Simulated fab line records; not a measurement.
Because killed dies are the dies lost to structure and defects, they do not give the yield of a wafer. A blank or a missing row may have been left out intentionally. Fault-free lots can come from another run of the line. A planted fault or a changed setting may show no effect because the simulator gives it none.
Which of the tools did it? | flow n5 finfet | Sampling: 15 lots, 45 wafers, 6 of 1938 route steps

## WHAT THE GAUGES READ, wafer by wafer
N5_BEOL_M14_THK_MEAS_50: measures by xrf.
lot  | measured     | on            | M14_THK (nm)
L435 | day 11 16:32 | film metro-02 | 533 537 550
L436 | day 11 19:06 | film metro-02 | 524 536 546
L439 | day 12 15:48 | film metro-01 | 537 552 543
L440 | day 12 18:53 | film metro-01 | 547 547 562
L441 | day 13 01:46 | film metro-01 | 534 535 553
L443 | day 13 03:49 | film metro-02 | 545 553 559
L446 | day 14 01:50 | film metro-02 | 536 537 546
L447 | day 14 13:55 | film metro-02 | 545 525 535
L450 | day 14 18:28 | film metro-01 | 539 551 544
L448 | day 15 04:22 | film metro-01 | 555 538 529
L451 | day 15 04:36 | film metro-02 | 541 539 546
L453 | day 16 09:10 | film metro-01 | 544 545 551
L454 | day 16 09:11 | film metro-02 | 528 548 536
L456 | day 16 20:57 | film metro-01 | 553 540 558
L457 | day 16 23:34 | film metro-01 | 527 547 541

N5_BEOL_M15_CD_MEAS_17: target cd 360 nm.
lot  | measured     | on        | cd nm (nm)
L435 | day 11 17:52 | cd sem-01 | 361.5 359.6 359.8
L436 | day 11 20:44 | cd sem-02 | 360.5 362.5 361.2
L439 | day 12 17:29 | cd sem-01 | - - -
L440 | day 12 20:29 | cd sem-01 | - - -
L441 | day 13 03:06 | cd sem-01 | - - -
L443 | day 13 05:08 | cd sem-01 | 360.6 360.2 360.4
L446 | day 14 03:10 | cd sem-03 | 358.3 360.7 356.6
L447 | day 14 15:23 | cd sem-02 | 364.0 364.0 364.0
L450 | day 14 19:48 | cd sem-01 | 363.8 363.2 362.2
L448 | day 15 05:50 | cd sem-02 | 357.2 358.9 360.5
L451 | day 15 06:10 | cd sem-01 | 360.7 361.7 362.1
L453 | day 16 10:29 | cd sem-01 | 361.1 360.4 362.0
L454 | day 16 10:41 | cd sem-03 | 362.5 361.1 362.9
L456 | day 16 22:17 | cd sem-02 | 359.5 361.7 362.2
L457 | day 17 01:02 | cd sem-03 | 361.4 362.6 364.2

## WHAT TOOL EACH LOT RAN ON (gives the tool, then ch and the chambers of the sampled wafers, and finally the start)
lot  | N5_BEOL_M14_DEGAS_41         | N5_BEOL_M14_PRE_CLEAN_42     | N5_BEOL_M15_ILD_DEP_00          | N5_BEOL_M15_VIA_ETCH_16
L435 | pvd sputter-02, day 11 15:23 | pvd sputter-02, day 11 15:26 | pecvd-01 ch 0,1, day 11 16:43   | rie diel-05 ch 0,2,3, day 11 17:27
L436 | pvd sputter-02, day 11 17:56 | pvd sputter-02, day 11 17:58 | pecvd-03 ch 0,1,2, day 11 19:17 | rie diel-01 ch 1,3, day 11 20:19
L439 | pvd sputter-02, day 12 14:40 | pvd sputter-02, day 12 14:42 | pecvd-04 ch 0,2, day 12 15:59   | rie diel-05 ch 0,1, day 12 17:05
L440 | pvd sputter-02, day 12 17:43 | pvd sputter-02, day 12 17:46 | pecvd-04 ch 0,2, day 12 19:05   | rie diel-03 ch 0,2, day 12 20:05
L441 | pvd sputter-03, day 13 00:38 | pvd sputter-03, day 13 00:40 | pecvd-04 ch 0,2, day 13 01:58   | rie diel-05 ch 0,2, day 13 02:41
L443 | pvd sputter-03, day 13 02:40 | pvd sputter-03, day 13 02:43 | pecvd-01 ch 0,1, day 13 04:00   | rie diel-05 ch 0,1,2, day 13 04:44
L446 | pvd sputter-03, day 14 00:41 | pvd sputter-03, day 14 00:44 | pecvd-01 ch 0,1,2, day 14 02:01 | rie diel-01 ch 0,2,3, day 14 02:45
L447 | pvd sputter-02, day 14 12:47 | pvd sputter-02, day 14 12:49 | pecvd-03 ch 1,2, day 14 14:07   | rie diel-03 ch 0,1,2, day 14 14:58
L450 | pvd sputter-02, day 14 17:20 | pvd sputter-02, day 14 17:22 | pecvd-04 ch 1,2, day 14 18:40   | rie diel-01 ch 1,2, day 14 19:23
L448 | pvd sputter-03, day 15 03:14 | pvd sputter-03, day 15 03:16 | pecvd-04 ch 1,2, day 15 04:34   | rie diel-05 ch 0,2,3, day 15 05:26
L451 | pvd sputter-01, day 15 03:16 | pvd sputter-01, day 15 03:18 | pecvd-03 ch 0,1,2, day 15 04:54 | rie diel-03 ch 0,1, day 15 05:44
L453 | pvd sputter-01, day 16 08:01 | pvd sputter-01, day 16 08:04 | pecvd-01 ch 0,2, day 16 09:21   | rie diel-03 ch 0,3, day 16 10:05
L454 | pvd sputter-02, day 16 08:02 | pvd sputter-02, day 16 08:05 | pecvd-04 ch 0,1,2, day 16 09:25 | rie diel-01 ch 1,2,3, day 16 10:16
L456 | pvd sputter-03, day 16 19:45 | pvd sputter-03, day 16 19:47 | pecvd-01 ch 0,1,2, day 16 21:09 | rie diel-05 ch 1,2, day 16 21:53
L457 | pvd sputter-03, day 16 22:26 | pvd sputter-03, day 16 22:28 | pecvd-01 ch 1,2, day 16 23:46   | rie diel-03 ch 1,2, day 17 00:37
- N5_BEOL_M14_DEGAS_41: time 60 s.
- N5_BEOL_M14_PRE_CLEAN_42: time 30 s.
- N5_BEOL_M15_ILD_DEP_00: deposits SiO2 from TEOS/O2, target thk 1629.3 nm, time 346.1 s.
- N5_BEOL_M15_VIA_ETCH_16: etches SiO2 in C4F8/O2/Ar, target depth 1792.2 nm.

## AS READ BY THE TOOLS THEMSELVES (means over the sampled wafers that have a number; for cases with no such wafer, the mark the record gives instead)
N5_BEOL_M14_DEGAS_41.
lot  | tool           | heater power w (W)
L435 | pvd sputter-02 | 499
L436 | pvd sputter-02 | 511
L439 | pvd sputter-02 | 512
L440 | pvd sputter-02 | 449
L441 | pvd sputter-03 | 467
L443 | pvd sputter-03 | 485
L446 | pvd sputter-03 | 470
L447 | pvd sputter-02 | 424
L450 | pvd sputter-02 | 437
L448 | pvd sputter-03 | 468
L451 | pvd sputter-01 | 487
L453 | pvd sputter-01 | 477
L454 | pvd sputter-02 | 457
L456 | pvd sputter-03 | 468
L457 | pvd sputter-03 | 426

N5_BEOL_M14_PRE_CLEAN_42.
lot  | tool           | heater power w (W)
L435 | pvd sputter-02 | 504
L436 | pvd sputter-02 | 506
L439 | pvd sputter-02 | 514
L440 | pvd sputter-02 | 447
L441 | pvd sputter-03 | 463
L443 | pvd sputter-03 | 489
L446 | pvd sputter-03 | 451
L447 | pvd sputter-02 | 435
L450 | pvd sputter-02 | 441
L448 | pvd sputter-03 | 473
L451 | pvd sputter-01 | 498
L453 | pvd sputter-01 | 480
L454 | pvd sputter-02 | 453
L456 | pvd sputter-03 | 470
L457 | pvd sputter-03 | 419

N5_BEOL_M15_ILD_DEP_00.
lot  | tool     | chamber pressure Torr (Torr) | heater power outer w (W) | heater power w (W) | showerhead plenum p Torr (Torr) | throttle valve pct (%)
L435 | pecvd-01 | 6.498                        | 334                      | 643                | 8.34                            | 19.9
L436 | pecvd-03 | 6.489                        | 308                      | 524                | 8.38                            | 18.6
L439 | pecvd-04 | -                            | -                        | -                  | -                               | -
L440 | pecvd-04 | -                            | -                        | -                  | -                               | -
L441 | pecvd-04 | -                            | -                        | -                  | -                               | -
L443 | pecvd-01 | 6.492                        | 378                      | 707                | 8.35                            | 19.8
L446 | pecvd-01 | 6.506                        | 317                      | 614                | 8.31                            | 19.4
L447 | pecvd-03 | 6.491                        | 268                      | 492                | 8.37                            | 18.9
L450 | pecvd-04 | 6.495                        | 390                      | 660                | 8.37                            | 17.9
L448 | pecvd-04 | 6.478                        | 427                      | 697                | 8.37                            | 18.0
L451 | pecvd-03 | 6.504                        | 291                      | 496                | 8.37                            | 18.9
L453 | pecvd-01 | 6.486                        | 297                      | 579                | 8.31                            | 18.7
L454 | pecvd-04 | 6.504                        | 385                      | 661                | 8.37                            | 18.5
L456 | pecvd-01 | 6.484                        | 360                      | 677                | 8.32                            | 19.4
L457 | pecvd-01 | 6.499                        | 358                      | 651                | 8.32                            | 19.3

N5_BEOL_M15_VIA_ETCH_16.
lot  | tool        | O2_flow_sccm (sccm) | drypump motor current A (A) | he outer torr (Torr) | oes product au (a.u.) | rf vpp V (V) | showerhead plenum p Torr (Torr) | throttle valve pct (%)
L435 | rie diel-05 | 11.98               | 5.9                         | 29.98                | 0.69                  | 2195         | 3.32                            | 30.88
L436 | rie diel-01 | 11.99               | 5.5                         | 29.97                | 0.79                  | 2226         | 3.59                            | 30.68
L439 | rie diel-05 | 11.96               | 5.6                         | 30.00                | 0.33                  | 2225         | 3.36                            | 30.11
L440 | rie diel-03 | 11.99               | 5.2                         | 29.99                | 0.30                  | 2221         | 3.53                            | 29.88
L441 | rie diel-05 | 12.01               | 5.7                         | 30.02                | 0.28                  | 2199         | 3.30                            | 30.18
L443 | rie diel-05 | 11.97               | 5.6                         | 29.94                | 0.73                  | 2213         | 3.33                            | 30.87
L446 | rie diel-01 | 12.00               | 5.8                         | 30.02                | 0.75                  | 2219         | 3.51                            | 30.91
L447 | rie diel-03 | 11.99               | 5.3                         | 29.90                | 0.71                  | 2228         | 3.52                            | 30.64
L450 | rie diel-01 | 12.02               | 6.0                         | 30.03                | 0.72                  | 2224         | 3.58                            | 30.90
L448 | rie diel-05 | 11.95               | 5.9                         | 29.92                | 0.67                  | 2194         | 3.31                            | 30.89
L451 | rie diel-03 | 11.99               | 5.4                         | 29.98                | 0.71                  | 2235         | 3.52                            | 30.68
L453 | rie diel-03 | 11.98               | 5.3                         | 30.02                | 0.70                  | 2216         | 3.27                            | 30.64
L454 | rie diel-01 | 11.99               | 5.7                         | 30.00                | 0.72                  | 2218         | 3.54                            | 30.88
L456 | rie diel-05 | 12.00               | 6.1                         | 30.01                | 0.72                  | 2224         | 3.32                            | 30.92
L457 | rie diel-03 | 12.02               | 5.3                         | 30.04                | 0.63                  | 2219         | 3.52                            | 30.67

## THE ANSWER, worked out from the rows above alone
Rule: what is usual is taken from the lots themselves. The widest of any qualifying gaps counts: lots, ordered by their means at a reading, are off when they make up no more than a third of the lots, leave a main group of 4 or more, and stand apart from it by 3 or more times the standard deviation of that group's means. A main group whose means are all the same, to the digits that the tables above print for the reading, isn't used. A lot without any number at a reading at which 4 lots or more have one is off too. The other lots that the step has rows for count as sound. Order of review: gauges by route order, followed by the tools' own readings, for which a lot's mean as printed above is used. At the first step where some lot is off, the reading lying furthest off is the one used; lots without a number count as furthest.
Off, at N5_BEOL_M15_CD_MEAS_17 on cd nm: L439, L440, L441. Without a number there: L439, L440, L441. The main group: mean 361.3 nm, standard deviation 1.5.
A tool fits if, at a process step before that reading, it ran every lot that is off, and no sound lot after the first of them. Not tried: the gauges at N5_BEOL_M15_CD_MEAS_17; whatever is off there is also off at N5_BEOL_M15_ILD_DEP_00, on other tools, and gauge error can't account for it. Not one of the candidates tried fits.

## WHAT THE SIMULATOR PUT IN
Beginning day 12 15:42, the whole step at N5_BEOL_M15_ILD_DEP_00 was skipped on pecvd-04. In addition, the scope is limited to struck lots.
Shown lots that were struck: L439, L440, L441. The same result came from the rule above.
